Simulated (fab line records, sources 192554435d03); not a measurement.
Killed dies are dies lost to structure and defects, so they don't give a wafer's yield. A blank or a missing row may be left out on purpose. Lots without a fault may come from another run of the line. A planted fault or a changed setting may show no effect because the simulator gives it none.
Chamber matching | flow n5_finfet | N5_BEOL_M12_DESCUM_15 on rie_diel-01: 4 sister chambers
The step chemistry O2, time 7.9 s. 4 wafers are shown with their chamber, then 8 later ones without.

WAFERS WITH THEIR CHAMBER
wafer  | chamber | drypump_motor_current_A (A)
L074.6 | 0       | 5.9
L078.4 | 1       | 5.3
L088.1 | 2       | 5.9
L086.2 | 3       | 5.3

WAFERS WITHOUT THEIR CHAMBER
wafer  | drypump_motor_current_A (A)
L086.3 | 5.9
L086.5 | 5.2
L090.4 | 5.3
L090.5 | 5.9
L090.6 | 5.2
L094.1 | 5.9
L094.2 | 5.2
L094.6 | 5.9

WHICH CHAMBER EACH WENT THROUGH
wafer  | from the rows above     | in truth
L086.3 | can't be placed: 0 or 2 | 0
L086.5 | can't be placed: 1 or 3 | 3
L090.4 | can't be placed: 1 or 3 | 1
L090.5 | can't be placed: 0 or 2 | 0
L090.6 | can't be placed: 1 or 3 | 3
L094.1 | can't be placed: 0 or 2 | 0
L094.2 | can't be placed: 1 or 3 | 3
L094.6 | can't be placed: 0 or 2 | 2
Placed correctly: 0 of 8. Can't be placed from these rows: 8 (the true chamber is among the candidates in 8). Placed wrongly: 0.
How it was worked out, from the rows above alone: a wafer's distance from a chamber is the root of the sum, over the readings, of the square of ((its reading less the chamber's mean) divided by the reading's scatter). The wafer belongs to the nearest chamber; if the next one is less than 2 further off, it can't be placed. A chamber's mean is the mean of its shown wafers. The scatter: with one shown wafer a chamber, the root of the mean of the squares of how far each hidden wafer lies from its nearest shown one.
